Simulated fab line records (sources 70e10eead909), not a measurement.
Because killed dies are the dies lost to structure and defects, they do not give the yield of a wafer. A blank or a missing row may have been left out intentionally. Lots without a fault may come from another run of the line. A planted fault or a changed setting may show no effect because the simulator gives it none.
Chamber matching | flow nand_harc | pecvd-01 running NHARC_P_M1_PRE_CLEAN_32: 3 sister chambers
The step time 12 s. 6 wafers are shown with their chamber, then 12 later ones without.

== WAFERS WITH THEIR CHAMBER ==
wafer  | chamber | heater_power_w (W) | heater_power_outer_w (W)
L081.3 | 1       | 576                | 324
L082.1 | 1       | 618                | 345
L084.6 | 2       | 550                | 304
L086.1 | 0       | 762                | 468
L086.3 | 0       | 769                | 470
L086.4 | 2       | 603                | 361

== WAFERS WHOSE CHAMBER IS MISSING ==
wafer  | heater_power_w (W) | heater_power_outer_w (W)
L090.2 | 618                | 328
L090.3 | 617                | 338
L090.6 | 623                | 334
L095.3 | 782                | 492
L095.5 | 776                | 472
L095.6 | 640                | 366
L096.2 | 824                | 490
L096.3 | 580                | 304
L096.4 | 816                | 495
L097.1 | 620                | 348
L097.2 | 760                | 466
L097.5 | 762                | 472

== WHICH CHAMBER EACH WENT THROUGH ==
wafer  | from the rows above     | in truth
L090.2 | can't be placed: 1 or 2 | 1
L090.3 | can't be placed: 1 or 2 | 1
L090.6 | can't be placed: 1 or 2 | 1
L095.3 | 0                       | 0
L095.5 | 0                       | 0
L095.6 | can't be placed: 1 or 2 | 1
L096.2 | 0                       | 0
L096.3 | can't be placed: 2 or 1 | 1
L096.4 | 0                       | 0
L097.1 | can't be placed: 1 or 2 | 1
L097.2 | 0                       | 0
L097.5 | 0                       | 0
Correctly placed: 6 of 12. Not placeable from these rows: 6 (in 6, the candidates include the true chamber). Placed wrongly: 0.
How it was worked out, from the rows above alone: a wafer's distance from a chamber is the root of the sum, over the readings, of the square of ((its reading less the chamber's mean) divided by the reading's scatter). If the next closest chamber is less than 2 further off than the closest, the wafer can't be placed; otherwise it belongs to the closest. A chamber's mean is the mean of its shown wafers. The scatter: the root of (the sum of the squares of (reading less its chamber's mean) over the shown wafers, divided by (wafers less chambers)).
